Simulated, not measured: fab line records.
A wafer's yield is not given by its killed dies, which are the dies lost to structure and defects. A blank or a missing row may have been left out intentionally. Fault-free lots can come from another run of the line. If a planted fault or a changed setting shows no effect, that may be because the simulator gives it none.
Problem report in the 8D (eight disciplines) form, filled by code    flow n5-finfet    the parts of the form that need people (team, actions taken, sign-off) are left out

## 1. THE PROBLEM
Wafers without a fault read 203.3 s, standard deviation 0.33; run-length-s at N5_BEOL_M10_ETCH_66 reads a mean of 230.9 s on 2 wafers belonging to 2 lots. Measured from the usual mean, that is +84 standard deviations.
The step: etches SOC in N2/H2, target depth 120 nm, overetch 24 nm, time 180 s.
The first sign was on wafer L629.6 at day 15 05:35, on rie-diel-06. The record holds 30 wafers of 10 lots with a number at this step. By rule, "out" or "out of limits" means more than 4 standard deviations away from the usual mean. Any other wafer with a number is counted as sound.

## 2. WHAT IT IS; WHAT IT IS NOT
question                     is                 is not
which readings at this step  run-length-s       drypump-motor-current-A, oes-product-au, rf-vpp-V, showerhead-plenum-p-Torr, throttle-valve-pct
which lots                   L629, L631         L615, L616, L619, L622, L623, L633, L636, L638
which wafers of those lots   L629.6, L631.3     L629.3, L629.5, L631.1, L631.5
read on which tools          rie-diel-06        rie-diel-02, rie-diel-05
when                         from day 15 05:35  up to then (17 sound wafers); but 11 sound wafers of L631, L633, L636, L638 came after

## 3. SUSPECTS, AND WHAT RULES EACH OUT
Counting: any tool at a process step up to the reading remains a suspect provided it ran every lot that is out. Sound lots after the first of them don't rule it out here, since some wafers of a struck lot are sound.
- rie-diel-06 at N5_BEOL_M10_DESCUM_33 (chemistry O2, time 7.9 s): kept. It processed each lot that is out (first: L629, day 15 05:31); up to then, its last sound lot is L623 (day 13 10:54).
- rie-diel-06 at N5_BEOL_M10_ETCH_66 (etches SOC in N2/H2, target depth 120 nm, overetch 24 nm, time 180 s): kept. It processed each lot that is out (first: L629, day 15 05:35); up to then, its last sound lot is L623 (day 13 10:59). Its own readings are out on those wafers: run-length-s.
- At N5_BEOL_M10_DESCUM_33, inside rie-diel-06: chamber 1 took the wafers that are out, while their sound lot-mates went through chambers 0, 3.
- At N5_BEOL_M10_ETCH_66, inside rie-diel-06: chamber 1 took the wafers that are out, while their sound lot-mates went through chambers 0, 3.
Remaining after the count are rie-diel-06 at N5_BEOL_M10_DESCUM_33 and rie-diel-06 at N5_BEOL_M10_ETCH_66.

## 4. THE CAUSE (what the simulator had put in)
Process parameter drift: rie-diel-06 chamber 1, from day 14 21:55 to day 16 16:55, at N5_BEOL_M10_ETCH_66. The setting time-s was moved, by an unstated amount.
2 suspects survive the count, and this tool is in that group.

## 5. THE CHAIN OF EFFECTS, in route order
Each row: a reading whose mean over the struck wafers that have a number lies more than 3 standard deviations from the usual. Only readings for which the record gives a usual standard deviation are gone through. hours: the time from each lot's start at the first step in this table that gives one to its start at this step, as a median over the lots. sigmas: the change in usual standard deviations.
hours  step                 reading       usual    on struck wafers  change  sigmas
0      N5_BEOL_M10_ETCH_66  run-length-s  203.3 s  230.9             +27.6   +84
It contains these process steps:
- N5_BEOL_M10_ETCH_66: etches SOC in N2/H2, target depth 120 nm, overetch 24 nm, time 180 s.

## 6. HOW IT WOULD HAVE BEEN CAUGHT EARLIER
In this record the first reading out of limits was taken at day 15 05:35, 8 hours after the fault began at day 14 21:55.
